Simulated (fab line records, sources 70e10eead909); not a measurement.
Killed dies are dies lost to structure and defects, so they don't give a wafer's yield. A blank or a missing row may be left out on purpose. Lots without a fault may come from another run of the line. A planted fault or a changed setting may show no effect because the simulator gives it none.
Which tool did it? | flow nand_harc | 12 lots, 36 wafers sampled, at 6 steps of a route of 1302

WHAT THE GAUGES READ, wafer by wafer
NHARC_P_BONDPAD_INSPECT_23.
lot  | measured     | on                | raw_defect_count
L142 | day 6 20:26  | defect_inspect-01 | 221 198 260
L146 | day 8 10:13  | defect_inspect-01 | 301 236 211
L148 | day 9 00:34  | defect_inspect-01 | 175 418 177
L151 | day 10 18:47 | defect_inspect-02 | 459 442 267
L155 | day 12 03:51 | defect_inspect-01 | 379 354 239
L158 | day 13 07:27 | defect_inspect-02 | 309 205 241
L160 | day 14 05:37 | defect_inspect-01 | 198 265 319
L161 | day 14 15:31 | defect_inspect-02 | 495 436 196
L162 | day 15 01:14 | defect_inspect-02 | 280 361 310
L163 | day 15 08:08 | defect_inspect-01 | 327 299 257
L164 | day 15 22:51 | defect_inspect-02 | 385 381 422
L165 | day 16 14:33 | defect_inspect-02 | 275 206 291

NHARC_A_ZERO_WELL_INSPECT_17.
lot  | measured     | on                | raw_defect_count
L142 | day 6 23:05  | defect_inspect-01 | 8 10 16
L146 | day 8 13:04  | defect_inspect-01 | 7 4 1385
L148 | day 9 03:20  | defect_inspect-01 | 13 1400 18
L151 | day 10 21:37 | defect_inspect-02 | 6 11 12
L155 | day 12 06:50 | defect_inspect-01 | 1 7 4
L158 | day 13 10:13 | defect_inspect-02 | 2 7 11
L160 | day 14 08:16 | defect_inspect-02 | 13 14 2
L161 | day 14 18:09 | defect_inspect-02 | 6 11 0
L162 | day 15 04:04 | defect_inspect-01 | 4 5 5
L163 | day 15 10:55 | defect_inspect-02 | 14 5 14
L164 | day 16 01:31 | defect_inspect-01 | 4 8 7
L165 | day 16 17:49 | defect_inspect-02 | 8 6 3

NHARC_END_SORT_01.
lot  | measured     | on        | killed_at_array | killed_at_other | killed_at_periphery | killed_dies | killed_open | killed_short
L146 | day 25 16:38 | prober-02 | 71 74 150       | 1 0 0           | 4 2 2               | 76 76 152   | 3 4 3       | 2 3 2
L148 | day 26 10:38 | prober-01 | 31 131 34       | 1 1 0           | 2 2 0               | 34 134 34   | 6 2 1       | 5 0 4
L155 | day 30 02:42 | prober-02 | 51 39           | 2 1             | 3 1                 | 56 41       | 3 3         | 1 1

WHICH TOOL RAN EACH LOT (tool, then ch and the chambers of the sampled wafers, then the start)
lot  | NHARC_P_BONDPAD_PRE_CLEAN_26            | NHARC_P_BONDPAD_PVD_27                  | NHARC_A_ZERO_WELL_ETCH_19
L142 | pvd_sputter-01, day 6 20:26 or earlier  | pvd_sputter-01, day 6 20:26 or earlier  | rie_diel-10 ch 2,3, day 6 21:51
L146 | pvd_sputter-01, day 8 10:13 or earlier  | pvd_sputter-01, day 8 10:13 or earlier  | rie_diel-10 ch 0,1,2, day 8 11:50
L148 | pvd_sputter-03, day 9 00:34 or earlier  | pvd_sputter-03, day 9 00:34 or earlier  | rie_diel-10 ch 0,2,3, day 9 02:08
L151 | pvd_sputter-02, day 10 18:47 or earlier | pvd_sputter-02, day 10 18:47 or earlier | rie_diel-01 ch 0,2,3, day 10 20:21
L155 | pvd_sputter-01, day 12 03:51 or earlier | pvd_sputter-01, day 12 03:51 or earlier | rie_diel-01 ch 2,3, day 12 05:25
L158 | pvd_sputter-01, day 13 07:27 or earlier | pvd_sputter-01, day 13 07:27 or earlier | rie_diel-01 ch 0,2,3, day 13 09:00
L160 | pvd_sputter-01, day 14 05:37 or earlier | pvd_sputter-01, day 14 05:37 or earlier | rie_diel-06 ch 1,2, day 14 07:03
L161 | pvd_sputter-03, day 14 15:31 or earlier | pvd_sputter-03, day 14 15:31 or earlier | rie_diel-10 ch 0,3, day 14 16:56
L162 | pvd_sputter-02, day 15 01:14 or earlier | pvd_sputter-02, day 15 01:14 or earlier | rie_diel-10 ch 0,3, day 15 02:49
L163 | pvd_sputter-03, day 15 08:08 or earlier | pvd_sputter-03, day 15 08:08 or earlier | rie_diel-10 ch 1,3, day 15 09:41
L164 | pvd_sputter-01, day 15 22:51 or earlier | pvd_sputter-01, day 15 22:51 or earlier | rie_diel-10 ch 1,2,3, day 16 00:17
L165 | pvd_sputter-02, day 16 14:33 or earlier | pvd_sputter-02, day 16 14:33 or earlier | rie_diel-10 ch 0,1,3, day 16 15:59
- NHARC_P_BONDPAD_PRE_CLEAN_26: time 30 s.
- NHARC_P_BONDPAD_PVD_27: deposits Cu, target thk 30 nm, time 20.49 s.
- NHARC_A_ZERO_WELL_ETCH_19: etches the open film in N2/H2, target depth 80 nm, overetch 24 nm, time 87.88 s.

WHAT THE TOOLS THEMSELVES READ (means of the sampled wafers that have a number; where no wafer has one, the mark that the record gives instead)
NHARC_P_BONDPAD_PRE_CLEAN_26.
lot  | tool           | heater_power_w (W)
L142 | pvd_sputter-01 | 469
L146 | pvd_sputter-01 | 403
L148 | pvd_sputter-03 | 375
L151 | pvd_sputter-02 | 401
L155 | pvd_sputter-01 | 487
L158 | pvd_sputter-01 | 467
L160 | pvd_sputter-01 | 426
L161 | pvd_sputter-03 | 360
L162 | pvd_sputter-02 | 410
L163 | pvd_sputter-03 | 375
L164 | pvd_sputter-01 | 450
L165 | pvd_sputter-02 | 434

NHARC_P_BONDPAD_PVD_27.
lot  | tool           | throttle_valve_pct (%)
L142 | pvd_sputter-01 | 27.4
L146 | pvd_sputter-01 | 28.3
L148 | pvd_sputter-03 | 29.6
L151 | pvd_sputter-02 | 30.0
L155 | pvd_sputter-01 | 28.4
L158 | pvd_sputter-01 | 28.3
L160 | pvd_sputter-01 | 28.9
L161 | pvd_sputter-03 | 30.1
L162 | pvd_sputter-02 | 29.6
L163 | pvd_sputter-03 | 29.8
L164 | pvd_sputter-01 | 29.3
L165 | pvd_sputter-02 | 29.9

NHARC_A_ZERO_WELL_ETCH_19.
lot  | tool        | drypump_motor_current_A (A) | h2_flow_sccm (sccm) | mfc_ar_sccm (sccm) | oes_product_au (a.u.) | rf_vpp_V (V) | showerhead_plenum_p_Torr (Torr) | throttle_valve_pct (%)
L142 | rie_diel-10 | 6.1                         | 150.3               | 0.019              | 1.001                 | 431.9        | 2.07                            | 14.177
L146 | rie_diel-10 | 6.2                         | 150.3               | 0.009              | 0.996                 | 430.2        | 2.02                            | 14.166
L148 | rie_diel-10 | 6.0                         | 149.7               | 0.017              | 0.990                 | 429.7        | 2.01                            | 14.171
L151 | rie_diel-01 | 5.7                         | 149.6               | 0.013              | 0.988                 | 429.8        | 2.02                            | 14.163
L155 | rie_diel-01 | 5.3                         | 150.2               | 0.017              | 0.979                 | 431.2        | 2.07                            | 14.180
L158 | rie_diel-01 | 5.7                         | 150.1               | 0.013              | 0.993                 | 429.0        | 2.02                            | 14.174
L160 | rie_diel-06 | 5.4                         | 149.7               | 0.008              | 1.000                 | 431.5        | 2.06                            | 14.175
L161 | rie_diel-10 | 6.3                         | 150.0               | 0.027              | 1.000                 | 432.0        | 2.07                            | 14.167
L162 | rie_diel-10 | 6.3                         | 150.3               | 0.027              | 1.003                 | 431.8        | 2.07                            | 14.174
L163 | rie_diel-10 | 6.5                         | 150.4               | 0.021              | 1.000                 | 434.2        | 2.14                            | 14.176
L164 | rie_diel-10 | 6.2                         | 150.1               | 0.011              | 1.001                 | 431.8        | 2.07                            | 14.179
L165 | rie_diel-10 | 6.4                         | 150.2               | 0.019              | 1.003                 | 431.5        | 2.08                            | 14.170

THE ANSWER, worked out from the rows above alone
Rule: what is usual is taken from the lots themselves. Put in order of their means at a reading, lots are off if they are a third of the lots or fewer, leave a main group of 4 or more, and stand apart from it by a gap of 3 or more times the standard deviation of the main group's means; of several such gaps the widest counts. A main group whose means are all the same, to the digits that the tables above print for the reading, isn't used. A lot without any number at a reading at which 4 lots or more have one is off too. The other lots that the step has rows for count as sound. The gauges are gone through in route order, then the tools' own readings, and for those a lot's mean is taken as printed above. The first step at which some lot is off is used, and at that step the reading that is off furthest; a lot without a number counts as furthest.
Off: L146, L148, at NHARC_A_ZERO_WELL_INSPECT_17 (raw_defect_count). The main group: mean 7, standard deviation 2.6.
A tool fits if, at a process step before that reading, it ran every lot that is off, and no sound lot after the first of them. The gauges at NHARC_A_ZERO_WELL_INSPECT_17 are tried like those tools. NHARC_P_BONDPAD_PRE_CLEAN_26 gives no start for some lots, so the hours and the order of its lots are those of NHARC_P_BONDPAD_INSPECT_23. NHARC_P_BONDPAD_PVD_27 gives no start for some lots, so the hours and the order of its lots are those of NHARC_P_BONDPAD_INSPECT_23. None of those tried fits.

WHAT THE SIMULATOR HAD PUT IN
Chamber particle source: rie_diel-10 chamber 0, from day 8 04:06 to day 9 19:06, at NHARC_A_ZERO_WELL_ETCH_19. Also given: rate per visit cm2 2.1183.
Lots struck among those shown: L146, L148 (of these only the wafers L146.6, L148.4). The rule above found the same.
